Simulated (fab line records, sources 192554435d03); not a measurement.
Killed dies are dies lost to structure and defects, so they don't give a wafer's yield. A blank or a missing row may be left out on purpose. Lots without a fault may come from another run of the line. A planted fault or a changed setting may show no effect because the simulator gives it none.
Problem report in the 8D (eight disciplines) form, filled by code | flow n5_finfet | the parts of the form that need people (team, actions taken, sign-off) are left out

1. THE PROBLEM
etch_rf_on_time_s at N5_BEOL_M11_ETCH_65 reads a mean of 46.0 s on 4 wafers of 2 lots; wafers without a fault read 65.1 s with a standard deviation of 1.2. That is -16 standard deviations from the usual mean.
The step: etches SiARC in CF4, target depth 39 nm, time 65 s.
First seen on wafer L558.1, day 14 21:47, on rie_diel-06. The record holds 30 wafers of 10 lots with a number at this step. Rule for "out", or "out of limits": more than 4 standard deviations from the usual mean. The other wafers with a number count as sound.

2. WHAT IT IS AND WHAT IT IS NOT
question                    | is                             | is not
which readings at this step | etch_rf_on_time_s              | drypump_motor_current_A, mfc_ar_sccm, rf_vpp_V, showerhead_plenum_p_Torr, throttle_valve_pct
which lots                  | L558, L561                     | L544, L546, L547, L550, L551, L562, L564, L565
which wafers of those lots  | L558.1, L558.2, L561.1, L561.2 | L558.3, L561.5
read on which tools         | rie_diel-06                    | rie_diel-02, rie_diel-05
when                        | from day 14 21:47              | up to then (16 sound wafers); but 10 sound wafers of L561, L562, L564, L565 came after

3. SUSPECTS, AND WHAT RULES EACH OUT
Counting: a tool at a process step up to the reading stays a suspect if it ran every lot that is out. Sound lots after the first of them don't rule it out here, since some wafers of a struck lot are sound.
- rie_diel-06 at N5_BEOL_M11_DESCUM_33 (chemistry O2, time 7.9 s): kept. It ran every lot that is out, first L558 (day 14 21:45); its last sound lot up to then is L551 (day 13 00:27).
- rie_diel-06 at N5_BEOL_M11_ETCH_65 (etches SiARC in CF4, target depth 39 nm, time 65 s): kept. It ran every lot that is out, first L558 (day 14 21:47); its last sound lot up to then is L551 (day 13 00:29). Its own readings are out on those wafers: etch_rf_on_time_s.
- Within rie_diel-06 at N5_BEOL_M11_DESCUM_33: the wafers that are out ran in chambers 1, 3; their sound lot-mates ran in chamber 2.
- Within rie_diel-06 at N5_BEOL_M11_ETCH_65: the wafers that are out ran in chambers 1, 3; their sound lot-mates ran in chamber 2.
Left after counting: rie_diel-06 at N5_BEOL_M11_DESCUM_33, rie_diel-06 at N5_BEOL_M11_ETCH_65.

4. THE CAUSE (what the simulator had put in)
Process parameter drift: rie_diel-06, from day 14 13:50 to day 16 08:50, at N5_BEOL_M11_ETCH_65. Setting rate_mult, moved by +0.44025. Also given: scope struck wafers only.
Counting left 2 suspects, and this tool is among them.

5. THE CHAIN OF EFFECTS, in route order
Each row: a reading whose mean over the struck wafers that have a number lies more than 3 standard deviations from the usual. Only readings for which the record gives a usual standard deviation are gone through. hours: the time from each lot's start at the first step in this table that gives one to its start at this step, as a median over the lots. sigmas: the change in usual standard deviations.
hours | step                | reading           | usual  | on struck wafers | change | sigmas
0     | N5_BEOL_M11_ETCH_65 | etch_rf_on_time_s | 65.1 s | 46.0             | -19.1  | -16
The process steps in it:
- N5_BEOL_M11_ETCH_65: etches SiARC in CF4, target depth 39 nm, time 65 s.
Later measuring or inspecting steps at which every struck wafer that the step has a row for has a number for every such reading, and none has moved that far: N5_BEOL_M11_OCD_MEAS_38.

6. WHAT WOULD HAVE CAUGHT IT SOONER
In this record the first reading out of limits was taken at day 14 21:47, 8 hours after the fault began at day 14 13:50.
